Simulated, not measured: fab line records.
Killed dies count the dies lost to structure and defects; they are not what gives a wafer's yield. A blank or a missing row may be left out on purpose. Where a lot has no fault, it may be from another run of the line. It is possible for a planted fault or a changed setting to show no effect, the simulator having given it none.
A struck lot beside a sound one :: flow n5Finfet :: 37 steps out of a route of 1938
Sound: these wafers, L259.3, L259.5, L259.6. Wafers struck: L255.1, L255.2, L255.6. The cause comes at the end.
At each step with rows: each side's tool, then ch and its chambers, then its first start. Under that, the readings that differ: sound wafers :: struck wafers :: difference of the means :: sigmas: that difference in standard deviations of wafers without a fault.
alike: words and numbers the same on both sides, and readings whose means are apart by under 2 such deviations; not compared: readings that were withheld, readings missing a value for some wafer, numbers with overlapping values and no deviation given by the record, and bounds like >300 which may hide the same value.
A row with sigmas, a row that says differs or no value, or rows on one side alone: a step with any of these is where the two part. Non-overlapping numbers with no deviation appear without sigmas and do not part them. A reading that every wafer of one side lacks parts them only if that side has two wafers or more.

first, 9 steps without rows for these wafers: N5_BEOL_M4_ANNEAL_95 (time 240 s); N5_BEOL_M4_SPUTTER_96 (material Cu, target thk 4.5 nm, time 8.29 s); N5_BEOL_M4_ECD_50 (material Cu, target thk 300 nm); N5_BEOL_M4_ANNEAL_51 (time 90 s); N5_BEOL_M4_CMP_52 (polishes, stops on SiOC, t overpolish 6.8 s, target thk 40 nm); N5_BEOL_M4_PRE_CLEAN_60 (time 15 s); N5_BEOL_M4_CO_CAP_55 (material Co, precursor CCTBA/H2, target thk 2 nm, time 102.1 s); N5_BEOL_M4_PRE_CLEAN_56 (time 15 s); N5_BEOL_M4_DEP_57 (deposits SiCN from 3MS/NH3, target thk 8 nm, time 14 s).
N5_BEOL_M4_RC_MEAS_101:
  sound on prober-02 ch 0, day 14 22:01; struck on prober-02 ch 0, day 14 01:40
reading: DIBL_N (mV/V)
sound: 31.3 30.9 33.4
struck: 39.0 36.6 36.7
difference: +5.6
sigmas: +3

reading: ION_N (uA/um)
sound: 643 644 659
struck: 668 674 682
difference: +26
sigmas: +2

reading: ION_P (uA/um)
sound: 437 437 441
struck: 457 453 458
difference: +18
sigmas: +2

reading: VT_N (mV)
sound: 258 260 257
struck: 249 252 252
difference: -7
sigmas: -2

reading: VT_P (mV)
sound: -261 -263 -262
struck: -252 -253 -255
difference: +9
sigmas: +3
  alike: DIBL_P, IOFF_N, IOFF_P, SS_N, SS_P
then, 24 steps without rows for these wafers: N5_BEOL_M5_ILD_DEP_00 (deposits SiCOH lowk from DEMS/porogen, target thk 140.64 nm, time 25.9 s); N5_BEOL_M5_CURE_79 (cures SiCOH lowk, time 240 s); N5_BEOL_M5_PECVD_70 (deposits SiO2 from TEOS/O2, target thk 16 nm, time 18 s); N5_BEOL_M5_HM_DEP_02 (deposits TiN, target thk 20 nm); N5_BEOL_M5_COAT_59 (time 60 s, resist thk 60 nm); N5_BEOL_M5_COAT_60 (time 60 s, resist thk 12 nm); N5_BEOL_M5_COAT_71 (time 60 s, resist thk 5 nm); N5_BEOL_M5_COAT_05 (resist thk 30 nm); N5_BEOL_M5_EBR_07; N5_BEOL_M5_SOFTBAKE_06 (time 60 s); N5_BEOL_M5_EXPOSE_08 (exposes mask M5, target cd 28 nm); N5_BEOL_M5_PEB_09 (peb time 60 s); N5_BEOL_M5_DEVELOP_10 (develop time 30 s); N5_BEOL_M5_DESCUM_16 (chemistry O2, time 7 s); N5_BEOL_M5_ETCH_72 (etches underlayer in N2/H2, target depth 6.5 nm, time 5.2 s); N5_BEOL_M5_ETCH_61 (etches SiARC in CF4, target depth 15.6 nm, time 26 s); N5_BEOL_M5_ETCH_62 (etches SOC in N2/H2, target depth 75 nm, overetch 15 nm, time 112.5 s); N5_BEOL_M5_STRIP_63 (strips in N2/H2); N5_BEOL_M5_STRIP_73 (strips in N2/H2); N5_BEOL_M5_STRIP_64 (strips in CF4); N5_BEOL_M5_HM_OPEN_17 (chemistry Cl2/BCl3, target TiN, target depth 20 nm, overetch 6 nm); N5_BEOL_M5_STRIP_19 (strips in O2); N5_BEOL_M5_COAT_65 (time 60 s, resist thk 60 nm); N5_BEOL_M5_COAT_66 (time 60 s, resist thk 12 nm).
N5_BEOL_M5_STRIP_36: strips in N2/H2.
  sound on rieDiel-03 ch 0,1,3, day 15 03:25; struck on rieDiel-05 ch 0,1,2, day 14 06:28
  no value came back on the struck wafers for any of 8 readings (biasPowerW (W), chamberPressureMTorr (mTorr) and others); on the sound wafers biasPowerW (W) reads 7.060 6.954 6.994
reading: model.SOC_of_BEOL_M5_COAT_65.thkNm (nm)
sound: 0 0 0
struck: 55.6 55.6 55.8
difference: +55.7
sigmas: 
  not compared: rfHoursCounterH
N5_BEOL_M5_ETCH_41: etches SiCN in CH3F/O2, target depth 31.5 nm, time 56.7 s.
  sound on rieDiel-03 ch 0,1,3; struck on rieDiel-05 ch 0,1,2, day 14 06:32
reading: model.SOC_of_BEOL_M5_COAT_65.thkNm (nm)
sound: 0 0 0
struck: 37.4 37.2 37.8
difference: +37.5
sigmas: 
  alike: drypumpMotorCurrentA, oesProductAu, rfVppV, showerheadPlenumPTorr, throttleValvePct
  not compared: rfHoursCounterH
-- record jumps: 4 days separate the struck wafers' starts on either side; left off in module BEOL_M5, taken up again in module PASSIVATION, whose first shown step is the route's number 1936 --
N5_PASSIVATION_PROBE_49:
  the record has rows for the struck wafers here (prober-01, day 18 14:04) and none for the sound ones

== WHERE THEY PART ==
At N5_BEOL_M4_RC_MEAS_101 first; at N5_PASSIVATION_PROBE_49 last (within this record only).

WHY: whatever the simulator had introduced
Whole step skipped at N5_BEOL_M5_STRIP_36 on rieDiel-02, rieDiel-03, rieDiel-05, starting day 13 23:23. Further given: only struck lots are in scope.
